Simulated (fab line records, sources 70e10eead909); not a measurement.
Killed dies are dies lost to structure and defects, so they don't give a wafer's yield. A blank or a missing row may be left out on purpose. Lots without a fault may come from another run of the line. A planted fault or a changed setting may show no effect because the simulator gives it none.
Chamber matching | flow nand_harc | NHARC_A_SLIT_DESCUM_14 on rie_diel-03: 4 sister chambers
The step chemistry O2, time 3 s. 16 wafers are shown with their chamber, then 8 later ones without.

WAFERS WITH THEIR CHAMBER
wafer  | chamber | rf_vpp_V (V) | oes_product_au (a.u.) | throttle_valve_pct (%)
L079.1 | 0       | 57.0         | 0.999                 | 11.311
L079.3 | 3       | 58.2         | 1.010                 | 11.307
L079.6 | 3       | 58.1         | 1.002                 | 11.306
L082.3 | 2       | 56.8         | 1.004                 | 11.318
L082.5 | 3       | 58.6         | 1.010                 | 11.326
L082.6 | 2       | 56.5         | 1.005                 | 11.316
L080.2 | 0       | 56.7         | 1.002                 | 11.295
L080.3 | 3       | 57.1         | 1.010                 | 11.314
L080.4 | 1       | 58.1         | 0.996                 | 11.316
L089.3 | 1       | 58.7         | 1.006                 | 11.314
L089.4 | 2       | 56.8         | 1.006                 | 11.312
L089.5 | 1       | 58.4         | 1.006                 | 11.304
L090.1 | 0       | 57.4         | 0.980                 | 11.309
L090.5 | 1       | 57.3         | 1.000                 | 11.305
L090.6 | 0       | 58.2         | 0.979                 | 11.317
L093.1 | 3       | 57.9         | 0.999                 | 11.310

SIGNATURES (means of the wafers above)
reading            | chamber 0 | chamber 1 | chamber 2 | chamber 3 | scatter within a chamber
rf_vpp_V           | 57.325    | 58.125    | 56.700    | 57.980    | 0.551
oes_product_au     | 0.99000   | 1.00200   | 1.00500   | 1.00620   | 0.00726
throttle_valve_pct | 11.30800  | 11.30975  | 11.31533  | 11.31260  | 0.00739
Rule: a wafer's distance from a chamber is the root of the sum, over the readings, of the square of ((its reading less the chamber's mean) divided by the reading's scatter). The wafer belongs to the nearest chamber; if the next one is less than 2 further off, it can't be placed. The scatter: the root of (the sum of the squares of (reading less its chamber's mean) over the shown wafers, divided by (wafers less chambers)).

WAFERS WITHOUT THEIR CHAMBER
wafer  | rf_vpp_V (V) | oes_product_au (a.u.) | throttle_valve_pct (%)
L093.4 | 56.2         | 0.994                 | 11.302
L093.6 | 58.7         | 1.004                 | 11.310
L095.1 | 57.3         | 1.007                 | 11.312
L095.2 | 57.8         | 0.991                 | 11.315
L095.4 | 57.8         | 1.004                 | 11.312
L096.1 | 57.2         | 0.983                 | 11.302
L096.3 | 57.3         | 1.000                 | 11.320
L096.4 | 57.7         | 1.017                 | 11.309

WHICH CHAMBER EACH WENT THROUGH
wafer  | from the rows above               | in truth
L093.4 | can't be placed: 0 or 2 or 1 or 3 | 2
L093.6 | can't be placed: 1 or 3           | 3
L095.1 | can't be placed: 2 or 3 or 1 or 0 | 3
L095.2 | can't be placed: 0 or 1 or 3 or 2 | 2
L095.4 | can't be placed: 3 or 1 or 2 or 0 | 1
L096.1 | 0                                 | 0
L096.3 | can't be placed: 2 or 3 or 1 or 0 | 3
L096.4 | can't be placed: 3 or 1 or 2      | 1
Placed correctly: 1 of 8. Can't be placed from these rows: 7 (the true chamber is among the candidates in 7). Placed wrongly: 0.
